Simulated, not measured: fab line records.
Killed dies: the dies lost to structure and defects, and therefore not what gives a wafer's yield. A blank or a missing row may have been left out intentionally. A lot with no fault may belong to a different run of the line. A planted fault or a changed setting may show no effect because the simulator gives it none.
Comparing a struck lot with a sound one :: flow n5_finfet :: 15 out of 1938 route steps
Sound: these wafers, L416.1, L416.3, L416.4. Struck: wafer L427.1. (L427.2, L427.5 of the same lot were not struck and are left out.) The cause comes at the end.
For every step that has rows: the tool of each side, followed by ch and its chambers, followed by its first start. Under that, the readings that differ: sound wafers :: struck wafers :: difference of the means :: sigmas: that difference in standard deviations of wafers without a fault.
alike: words and numbers the same on both sides, and readings whose means are apart by under 2 such deviations; not compared: readings that were withheld, readings missing a value for some wafer, numbers with overlapping values and no deviation given by the record, and bounds like >300 which may hide the same value.
A row with sigmas, a row that says differs or no value, or rows on one side alone: a step with any of these is where the two part. Numbers that have no deviation but don't overlap get no sigmas and don't part them. Lack of a reading on every wafer of one side parts them only where that side has two or more wafers.

N5_BEOL_M15_ANNEAL_48: time 90 s.
  sound on rtp_anneal-01 ch 0, day 12 13:52; struck on rtp_anneal-02 ch 0, day 15 01:44
  alike: wafer_temp_C_max
then, 1 step without rows for these wafers: N5_BEOL_M15_CMP_49 (polishes, stops on SiO2, t overpolish 4.9 s, target thk 850 nm).
N5_BEOL_M15_THK_MEAS_50: measures by xrf.
  sound: film_metro-02 at day 12 14:28; struck: film_metro-02 at day 15 02:19
  alike: M15_THK
then, 2 steps without rows for these wafers: N5_BEOL_M15_PRE_CLEAN_52 (time 15 s); N5_BEOL_M15_DEP_53 (deposits SiCN from 3MS/NH3, target thk 50 nm, time 17.8 s).
N5_BEOL_M15_RS_MEAS_54: uses a four-point probe to measure.
  sound: film_metro-01 at day 12 14:35; struck: film_metro-02 at day 15 02:27
  alike: M15_RS
N5_BEOL_M15_INSPECT_55: inspects for defects (darkfield).
  sound: defect_inspect-01 at day 12 14:37; struck: defect_inspect-01 at day 15 02:29
  alike: raw_defect_count
N5_BEOL_M15_RC_MEAS_101:
  sound on prober-01 ch 0, day 12 14:38; struck on prober-01 ch 0, day 15 02:30
reading: COMB_M10 (S/m)
sound: 8.5e-12 1.01e-11 1.26e-11
struck: 1.65e-11
difference: +6.10e-12
sigmas: +2

reading: COMB_M6 (S/m)
sound: 3e-11 2.2e-11 2.2e-11
struck: 3.5e-11
difference: +1.0e-11
sigmas: +2

reading: SERP_M8 (ohm/um)
sound: 14.4 14.7 14.7
struck: 12.8
difference: -1.8
sigmas: -2
  alike: COMB_M11, COMB_M12, COMB_M13, COMB_M14, COMB_M15, COMB_M5, COMB_M7, COMB_M7_max_site, COMB_M8, COMB_M9, COMB_M9_max_site, SERP_M10, SERP_M11, SERP_M12, SERP_M13, SERP_M14, SERP_M5, SERP_M5_max_site, SERP_M6, SERP_M7, SERP_M9
N5_PASSIVATION_PECVD_00: deposits SiO2 from SiH4/N2O, target thk 200 nm, time 11.2 s.
  sound on pecvd-01 ch 0,1,2, day 12 15:37; struck on pecvd-04 ch 2, day 15 03:29
  alike: heater_power_outer_w, heater_power_w, showerhead_plenum_p_Torr, throttle_valve_pct
N5_MIM_BOT_DEGAS_01: time 60 s.
  sound: pvd_sputter-03 at day 12 16:33; struck: pvd_sputter-01 at day 15 04:02
  alike: heater_power_w
N5_MIM_BOT_SPUTTER_00: material TiN, target thk 35 nm, time 89.7 s.
  sound: pvd_sputter-03 at day 12 16:35; struck: pvd_sputter-01 at day 15 04:04
  alike: substrate_temp_c, throttle_valve_pct
N5_MIM_TOP_ALD_00: deposits Al2O3, purge time 3 s, co reactant pulse time 3 s.
  sound on ald_hk-01 ch 1,2,3, day 12 16:42; struck on ald_hk-02 ch 3, day 15 04:10
  alike: precursor_pulse_height_rel
N5_MIM_TOP_ALD_01: deposits HfO2, target thk 5.6 nm, pulse time 1 s, purge time 3 s.
  sound on ald_hk-01 ch 1,2,3, day 12 16:00; struck on ald_hk-02 ch 3, day 15 04:00
reading: ald_cycles
sound: 62 62 62
struck: 65
difference: +3
sigmas: 
  alike: precursor_pulse_height_rel
then, 1 step without rows for these wafers: N5_MIM_TOP_ALD_02 (deposits Al2O3, purge time 3 s, co reactant pulse time 3 s).
N5_PASSIVATION_PROBE_49:
  sound: prober-02 at day 13 06:01; struck: prober-02 at day 15 19:05
reading: killed_short
sound: 36 27 29
struck: 46
difference: +15
sigmas: +2

reading: sort_bin_8_speed (%)
sound: 0 0 0.51
struck: 0
difference: +0
sigmas: -3
  alike: defect_limited_yield, killed_at_M0_to_M3, killed_at_M4_up, killed_at_contacts, killed_at_front_end, killed_at_other, killed_dies, killed_open, sort_bin_5_function, sort_bin_6_memory, sort_n_pass, sort_yield_pct

## WHERE THEY PART
At N5_BEOL_M15_RC_MEAS_101 first; at N5_PASSIVATION_PROBE_49 last (within this record only).

WHY: what the simulator had put in
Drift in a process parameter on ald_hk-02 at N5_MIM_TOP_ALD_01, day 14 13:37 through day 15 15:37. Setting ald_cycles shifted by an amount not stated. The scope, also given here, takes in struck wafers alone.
